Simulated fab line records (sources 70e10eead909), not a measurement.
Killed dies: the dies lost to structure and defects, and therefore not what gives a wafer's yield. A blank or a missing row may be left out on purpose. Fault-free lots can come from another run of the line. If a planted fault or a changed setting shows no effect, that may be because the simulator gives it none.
The tool behind it: which one? -- flow nand-harc -- 21 wafers from 7 lots sampled at 3 of the route's 1159 steps

WHAT THE GAUGES SHOWED, per wafer
NHARC_P_M1_CD_MEAS_09: the cd target is 130 nm.
lot,measured,on,cd-nm (nm)
L864,day 6 05:51,cd-sem-02,129.2 129.7 130.3
L870,day 8 03:07,cd-sem-02,159.6 160.3 159.8
L877,day 9 04:59,cd-sem-01,129.2 129.1 129.3
L876,day 10 01:55,cd-sem-02,128.9 130.1 130.0
L880,day 10 14:02,cd-sem-02,129.4 128.9 129.2
L883,day 11 05:38,cd-sem-01,129.8 129.6 129.7
L885,day 11 11:38,cd-sem-02,129.6 130.5 130.3

TOOL THAT RAN EACH LOT (tool first, then ch and the chambers of the sampled wafers, then the start)
lot,NHARC_P_M0_DEGAS_28,NHARC_P_M1_PEB_07
L864,"pvd-sputter-02, day 6 02:48","litho-track-06 ch 0, day 6 05:46"
L870,"pvd-sputter-03, day 8 00:10","litho-track-01 ch 0, day 8 03:02"
L877,"pvd-sputter-01, day 9 02:04","litho-track-04 ch 0, day 9 04:54"
L876,"pvd-sputter-02, day 9 22:52","litho-track-04 ch 0, day 10 01:50"
L880,"pvd-sputter-02, day 10 10:59","litho-track-04 ch 0, day 10 13:57"
L883,"pvd-sputter-03, day 11 02:43","litho-track-06 ch 0, day 11 05:34"
L885,"pvd-sputter-03, day 11 08:36","litho-track-01 ch 0, day 11 11:34"
- NHARC_P_M0_DEGAS_28: time 60 s.
- NHARC_P_M1_PEB_07: peb time 65 s.

THE ANSWER, worked out from the rows above alone
Rule: usual is defined by the lots themselves. Put in order of their means at a reading, lots are off if they are a third of the lots or fewer, leave a main group of 4 or more, and stand apart from it by a gap of 3 or more times the standard deviation of the main group's means; of several such gaps the widest counts. A main group is skipped when, at the precision printed for the reading in the tables above, its means are all equal. Also off: a lot with no number at a reading for which 4 or more lots have one. All remaining lots with rows at the step are treated as sound.
Off: L870, at NHARC_P_M1_CD_MEAS_09 (cd-nm). Main group: mean 129.6 nm, sd 0.33.
If a tool, at a process step before that reading, ran all the lots that are off and no sound lot after the first of them, it fits. Gauges at NHARC_P_M1_CD_MEAS_09: tried the same way as those tools. None of those tried fits.

WHAT THE SIMULATOR HAD INSERTED
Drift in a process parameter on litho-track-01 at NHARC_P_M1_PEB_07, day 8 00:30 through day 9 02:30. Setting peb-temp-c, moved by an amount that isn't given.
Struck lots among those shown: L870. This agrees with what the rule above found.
